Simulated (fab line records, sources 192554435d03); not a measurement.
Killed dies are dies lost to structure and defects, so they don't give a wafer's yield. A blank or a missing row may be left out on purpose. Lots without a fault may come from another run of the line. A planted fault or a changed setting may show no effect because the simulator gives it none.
fab line records | flow n5_finfet
record lots=11 wafers=32 last_day=17
route steps=1938 shown BEOL_M15@1829 MIM_TOP@1837 MIM_TOP_ETCH@1851 PASSIVATION@1936
lots that met no fault: from a run of the same line without faults
start_h: hours from the record's first day to the start of the lot's first wafer shown | wait_h: hours since the lot's step before | " the same as in the row above | L1.1+2: a row that stands for several wafers | - no value, or no start given | * or withheld: withheld | < > ~ a bound
route shown NAME@n: a module of which the file shows steps, and the number in the route of the first | usual: mean/standard deviation of fault-free wafers | same: alike in all rows | chamber/n: place in a boat | sites: the reading at each site | _std_site: their standard deviation | _edge_site: outer sites' mean less inner sites' | radius_mm: how far each site lies from the wafer's centre | mask NAME#n: copy n | behind: the tool/chamber that last shaped the wafer | hold: why the lot was held/for how many hours/how that ended | device: the transistor (n, p or np) that didn't switch | end of line: the same wafers' tests at the end of the route | a step without rows: its recipe alone | killed: dies lost to structure and defects at the first sort, not the wafer's yield | map: a wafer's dies, x killed, . not, _ none there
set.NAME: the setting as run; set.NAME@STEP: as run at that earlier step | model.NAME: the simulator's own value behind a step, which no gauge read
steps of the route over a sample of lots; a table a step, a row a wafer
services: from which hour (start_h, from the record's first day; less than 0 if before it) a tool's chamber was out of use, for how many hours, and why
## steps
# step N5_BEOL_M15_INSPECT_55
# recipe inspect_instrument=darkfield mode=post_dep
# usual raw_defect_count=73/22
# columns lot.wafer tool chamber start_h wait_h raw_defect_count
L708.1 defect_inspect-02 - 253.37 0.0 89
L708.6 " - " " 74
L711.2 defect_inspect-02 - 267.78 0.0 130
L711.3 " - " " 140
L711.5 " - " " 108
L715.2 defect_inspect-01 - 284.44 0.0 78
L715.3 " - " " 65
L715.4 " - " " 54
L714.2 defect_inspect-02 - 288.82 0.0 103
L714.3 " - " " 83
L714.6 " - " " 66
L718.1 defect_inspect-02 - 310.19 0.0 49
L718.2 " - " " 71
L718.4 " - " " 43
L721.2 defect_inspect-02 - 328.74 0.0 77
L721.4 " - " " 90
L721.5 " - " " 95
L719.3 defect_inspect-02 - 329.86 0.0 61
L719.4 " - " " 75
L719.5 " - " " 94
L722.3 defect_inspect-01 - 331.37 0.0 90
L722.4 " - " " 67
L722.5 " - " " 69
L723.1 defect_inspect-01 - 338.38 0.0 79
L723.2 " - " " 60
L723.6 " - " " 62
L724.1 defect_inspect-02 - 356.74 0.0 62
L724.4 " - " " 87
L724.5 " - " " 101
L730.3 defect_inspect-01 - 385.53 0.0 53
L730.5 " - " " 48
L730.6 " - " " 57
# step N5_MIM_TOP_DEGAS_04
# recipe ambient=vacuum temp_c=300 time_s=60
# usual heater_power_w=464/36
# columns lot.wafer tool chamber start_h wait_h heater_power_w
L708.1 pvd_sputter-02 - 257.83 - 503
L708.6 " - " " 445
L711.2 pvd_sputter-01 - 270.07 - 502
L711.3 " - " " 470
L711.5 " - " " 476
L715.2 pvd_sputter-02 - 286.66 - 442
L715.3 " - " " 494
L715.4 " - " " 512
L714.2 pvd_sputter-02 - 291.34 - 454
L714.3 " - " " 498
L714.6 " - " " 438
L718.1 pvd_sputter-03 - 312.25 - 419
L718.2 " - " " 394
L718.4 " - " " 463
L721.2 pvd_sputter-02 - 333.59 - 443
L721.4 " - " " 505
L721.5 " - " " 449
L719.3 pvd_sputter-01 - 333.61 - 484
L719.4 " - " " 474
L719.5 " - " " 498
L722.3 pvd_sputter-03 - 335.98 - 418
L722.4 " - " " 461
L722.5 " - " " 418
L723.1 pvd_sputter-01 - 342.29 - 441
L723.2 " - " " 501
L723.6 " - " " 429
L724.1 pvd_sputter-02 - 363.53 - 494
L724.4 " - " " 454
L724.5 " - " " 492
L730.3 pvd_sputter-02 - 387.98 - 443
L730.5 " - " " 491
L730.6 " - " " 492
# step N5_MIM_TOP_ETCH_ETCH_00
# recipe chemistry=Cl2/BCl3 target=TiN target_depth_a=385 ion_energy_ev=150 pressure_mtorr=10 icp_w=1000 bias_w=126 Cl2_flow_sccm=53.25 bcl3_flow_sccm=21.75 Ar_flow_sccm=25
# usual drypump_motor_current_A=5.4/0.31 he_backside_leak_sccm=3.46/0.23 mfc_cl2_sccm=53.26/0.16 oes_product_au=0.80/0.11 throttle_valve_pct=22.81/0.21
# columns lot.wafer tool chamber start_h wait_h drypump_motor_current_A he_backside_leak_sccm mfc_cl2_sccm oes_product_au rf_hours_counter_h throttle_valve_pct
L708.1 rie_metal-01 0 258.56 0.1 5.2 3.38 53.11 0.87 12 22.70
L708.6 " 1 " " 5.4 3.47 53.12 0.90 - 22.53
L711.2 rie_metal-02 1 270.81 0.1 6.0 3.46 53.29 0.63 112 22.88
L711.3 " 0 " " 5.0 3.53 53.14 0.78 - 22.88
L711.5 " 0 " " 5.1 3.73 53.32 0.78 - 22.87
L715.2 rie_metal-01 1 287.72 0.1 5.5 3.33 53.28 0.88 11 22.54
L715.3 " 1 " " 5.5 3.43 53.40 0.88 - 22.55
L715.4 " 0 " " 5.2 3.44 53.24 0.87 - 22.71
L714.2 rie_metal-02 1 291.96 0.1 6.0 3.56 53.12 0.63 114 22.89
L714.3 " 0 " " 5.1 3.65 53.34 0.78 - 22.86
L714.6 " 1 " " 6.0 3.49 53.38 0.63 - 22.89
L718.1 rie_metal-02 0 313.01 0.1 5.0 3.54 53.21 0.76 50 22.87
L718.2 " 0 " " 5.0 3.59 52.85 0.76 - 22.89
L718.4 " 0 " " 5.1 3.63 53.18 0.77 - 22.87
L721.2 rie_metal-02 1 334.19 0.1 6.0 3.49 53.24 1.02 0 22.47
L721.4 " 1 " " 6.0 3.53 53.28 1.03 - 22.46
L721.5 " 0 " " 5.0 3.67 36.39 0.75 - 20.87
L719.3 rie_metal-02 1 334.42 0.1 6.0 3.42 53.22 1.00 - 22.47
L719.4 " 0 " " 5.0 3.90 36.86 0.74 - 20.86
L719.5 " 1 " " 6.0 3.44 53.18 0.99 - 22.46
L722.3 rie_metal-03 1 336.67 0.1 5.6 3.20 53.22 0.68 - 23.04
L722.4 " 1 " " 5.6 3.28 53.08 0.69 - 23.02
L722.5 " 1 " " 5.6 3.11 53.58 0.69 - 23.01
L723.1 rie_metal-01 1 343.01 0.1 5.5 3.34 53.23 0.86 18 22.56
L723.2 " 0 " " 5.2 3.40 53.32 0.84 21 22.73
L723.6 " 0 " " 5.2 4.34 53.24 0.83 - 22.72
L724.1 rie_metal-01 0 364.26 0.1 5.2 3.28 53.23 0.83 23 22.73
L724.4 " 0 " " 5.2 3.43 53.19 0.82 - 22.74
L724.5 " 1 " " 5.5 3.37 53.19 0.84 - 22.58
L730.3 rie_metal-03 0 388.77 0.1 5.6 3.43 53.19 0.96 - 22.87
L730.5 " 0 " " 5.6 3.36 53.13 0.95 - 22.85
L730.6 " 1 " " 5.6 3.24 53.63 0.68 - 23.03
# step N5_MIM_TOP_ETCH_PECVD_03
# recipe material=SiNx target_thk_a=200 temp_c=400 precursor=SiH4/NH3/N2 pressure_torr=1.5 rf_w=300 time_s=17.6
# usual heater_power_w=744/84 showerhead_plenum_p_Torr=5.12/0.065 throttle_valve_pct=39.6/1.2
# columns lot.wafer tool chamber start_h wait_h heater_power_w showerhead_plenum_p_Torr throttle_valve_pct
L708.1 pecvd-04 0 258.85 - 669 5.05 40.4
L708.6 " 1 " " 652 5.23 39.2
L711.2 pecvd-04 2 271.01 - 832 5.16 38.5
L711.3 " 1 " " 693 5.24 38.9
L711.5 " 1 " " 681 5.24 39.4
L715.2 pecvd-03 0 287.96 - 703 5.10 39.1
L715.3 " 2 " " 669 5.02 37.1
L715.4 " 2 " " 657 5.02 37.0
L714.2 pecvd-03 0 292.18 - 735 5.10 39.6
L714.3 " 1 " " 807 5.16 40.5
L714.6 " 2 " " 702 5.02 36.9
L718.1 pecvd-01 1 313.34 - 834 5.07 41.6
L718.2 " 2 " " 713 5.14 39.4
L718.4 " 2 " " 732 5.15 39.5
L721.2 pecvd-01 2 334.41 - 686 5.16 39.0
L721.4 " 1 " " 881 5.06 41.4
L721.5 " 0 " " 626 5.09 39.7
L719.3 pecvd-04 0 334.72 - 717 5.06 40.5
L719.4 " 0 " " 690 5.05 40.5
L719.5 " 2 " " 830 5.14 38.9
L722.3 pecvd-01 1 336.93 - 756 5.05 41.8
L722.4 " 2 " " 749 5.16 39.3
L722.5 " 2 " " 732 5.15 39.6
L723.1 pecvd-04 0 343.21 - 699 5.07 40.2
L723.2 " 1 " " 773 5.23 39.0
L723.6 " 1 " " 771 5.25 39.3
L724.1 pecvd-04 2 364.46 - 840 5.15 39.2
L724.4 " 0 " " 666 5.05 40.4
L724.5 " 1 " " 727 5.24 39.0
L730.3 pecvd-03 2 388.93 - 615 5.03 37.4
L730.5 " 0 " " 696 5.09 39.8
L730.6 " 2 " " 634 5.02 37.4
# step N5_PASSIVATION_PROBE_49
# usual defect_limited_yield=91.3/1.5 killed_at_M0_to_M3=35/10 killed_at_M4_up=12/4.6 killed_at_contacts=13/6.6 killed_at_front_end=39/11 killed_at_other=4/3.4 killed_dies=103/17 killed_open=67/13 killed_short=35/8.2 sort_bin_5_function=5.1/0.94 sort_bin_6_memory=3.2/0.7 sort_bin_8_speed=0.00/0.03 sort_n_pass=1077/17 sort_yield_pct=91.3/1.5
# same gross_dies=1180 killed_at_back_side=0 sort_bin_4_leakage[%]=0
# columns lot.wafer tool chamber start_h wait_h defect_limited_yield[%] killed_at_M0_to_M3 killed_at_M4_up killed_at_contacts killed_at_front_end killed_at_other killed_dies killed_open killed_short sort_bin_5_function[%] sort_bin_6_memory[%] sort_bin_8_speed[%] sort_n_pass sort_yield_pct[%]
L715.2 prober-01 - 298.53 0.1 92.1 34 13 9 30 7 93 66 26 5.3 2.5 0 1087 92.1
L715.3 prober-01 - 298.58 0.1 91.9 34 11 8 37 6 96 67 27 5.4 2.5 0 1084 91.9
L715.4 prober-01 - 298.63 0.2 91.4 28 12 12 47 2 101 81 19 5.0 3.3 0 1079 91.4
L714.2 prober-01 - 303.20 0.1 91.2 30 13 14 44 3 104 63 36 4.1 3.5 0 1076 91.2
L714.3 prober-01 - 303.25 0.1 89.9 41 12 11 49 6 119 69 50 6.1 3.4 0 1061 89.9
L714.6 prober-01 - 303.40 0.3 92.7 34 19 11 22 0 86 56 30 3.8 3.0 0 1094 92.7
L724.1 prober-01 - 373.68 0.0 92.5 36 12 11 27 2 88 64 23 4.3 2.7 0 1092 92.5
L724.4 prober-01 - 373.83 0.2 92.7 29 11 6 37 3 86 56 30 4.6 2.5 0 1094 92.7
# killed by level:class
L715.2 BEOL_M1:geometric_particle:open=9 STI_FIN_REVEAL:geometric_particle:open=8 MOL_CONTACT_COAG:geometric_particle:open=8 BEOL_M4:geometric_particle:open=7 BEOL_M0_SAQP:geometric_particle:open=6 BEOL_M2:geometric_particle:open=5 FIN_SAQP:geometric_particle:open=4 DUMMY_GATE:geometric_particle:open=4
L715.3 DUMMY_GATE:geometric_particle:open=13 BEOL_M1:geometric_particle:open=12 MOL_CONTACT_COAG:geometric_particle:open=6 BEOL_M0_SAQP:geometric_particle:open=6 FIN_SAQP:geometric_particle:open=5 BEOL_M2:geometric_particle:open=5 FIN_SAQP:geometric_particle:short=3 GATE_CUT:geometric_particle:short=3
L715.4 STI_FIN_REVEAL:geometric_particle:open=16 FIN_SAQP:geometric_particle:open=15 MOL_CONTACT_COAG:geometric_particle:open=12 BEOL_M1:geometric_particle:open=7 BEOL_M3:geometric_particle:open=7 BEOL_M4:geometric_particle:open=5 BEOL_M0_SAQP:geometric_particle:short=4 BEOL_M2:geometric_particle:open=4
L714.2 MOL_CONTACT_COAG:geometric_particle:open=13 FIN_SAQP:geometric_particle:short=9 BEOL_M4:geometric_particle:open=7 BEOL_M0_SAQP:geometric_particle:open=6 BEOL_M1:geometric_particle:open=5 BEOL_M3:geometric_particle:short=5 SPACER0:geometric_particle:open=4 GATE_CUT:geometric_particle:short=4
L714.3 FIN_SAQP:geometric_particle:short=14 FIN_SAQP:geometric_particle:open=9 MOL_CONTACT_COAG:geometric_particle:open=9 STI_FIN_REVEAL:geometric_particle:open=7 BEOL_M0_SAQP:geometric_particle:open=7 BEOL_M0_SAQP:geometric_particle:short=7 BEOL_M3:geometric_particle:open=6 BEOL_M4:geometric_particle:open=5
L714.6 BEOL_M7:geometric_particle:open=9 MOL_CONTACT_COAG:geometric_particle:open=8 FIN_SAQP:geometric_particle:short=6 BEOL_M2:geometric_particle:open=6 BEOL_M0:geometric_particle:open=5 BEOL_M1:geometric_particle:open=5 STI_FIN_REVEAL:geometric_particle:open=4 BEOL_M0_SAQP:geometric_particle:short=4
L724.1 MOL_CONTACT_COAG:geometric_particle:open=10 STI_FIN_REVEAL:geometric_particle:open=9 BEOL_M0_SAQP:geometric_particle:open=8 BEOL_M2:geometric_particle:open=8 BEOL_M0_SAQP:geometric_particle:short=7 BEOL_M1:geometric_particle:open=6 FIN_SAQP:geometric_particle:open=5 BEOL_M5:geometric_particle:open=5
L724.4 FIN_SAQP:geometric_particle:open=11 STI_FIN_REVEAL:geometric_particle:open=10 BEOL_M0_SAQP:geometric_particle:short=9 BEOL_M2:geometric_particle:open=6 MOL_CONTACT_COAG:geometric_particle:open=5 BEOL_M0_SAQP:geometric_particle:open=5 STI_FIN_REVEAL:geometric_particle:short=4 BEOL_M4:geometric_particle:open=4
## services
# columns tool chamber start_h hours kind
rie_metal-03 - 234.15 2.8 pm
pecvd-01 - 246.76 2.8 pm
pecvd-01 0 274.91 19.8 repair
rie_metal-02 1 299.83 - clean
rie_metal-02 1 299.83 32.6 scheduled_down
rie_metal-02 1 299.83 32.6 vent_cycle
pecvd-04 1 311.01 5.5 scheduled_down
pecvd-03 1 312.99 7.4 repair
pvd_sputter-02 - 316.01 7.5 repair
pecvd-04 - 324.94 0.9 repair
pecvd-01 0 335.00 5.5 scheduled_down
rie_metal-03 0 336.11 - clean
rie_metal-03 0 336.11 22.8 scheduled_down
rie_metal-03 0 336.11 22.8 vent_cycle
rie_metal-03 1 337.15 8.3 repair
pecvd-01 - 339.16 6.0 pm
rie_metal-02 1 340.07 5.2 repair
pvd_sputter-03 - 341.29 2.4 repair
pvd_sputter-03 - 345.62 20.9 repair
pvd_sputter-02 - 358.07 3.6 repair
pecvd-01 0 378.82 2.1 scheduled_down
pecvd-01 1 383.62 - clean
pecvd-01 1 383.62 - consumable_replace:showerhead
## key
first_sign step=N5_MIM_TOP_ETCH_ETCH_00 reading=mfc_cl2_sccm direction=down sigmas=99+ usual=53.26 struck=36.63
effect step=N5_MIM_TOP_ETCH_ETCH_00 reading=throttle_valve_pct direction=down sigmas=9.4 usual=* struck=*
met_at N5_MIM_TOP_ETCH_ETCH_00
struck_lots L719,L721
struck_wafers L719.4,L721.5
not_acting_at N5_BEOL_M15_INSPECT_55,N5_MIM_TOP_DEGAS_04,N5_MIM_TOP_ETCH_PECVD_03
fault kind=process_parameter_drift tool=rie_metal-02 chamber=0 onset_h=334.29 steps=N5_MIM_TOP_ETCH_ETCH_00 channel=Cl2_flow_sccm offset=-16.914 shape=step end_h=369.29 acts_in=these_recipes_only stated=53.25
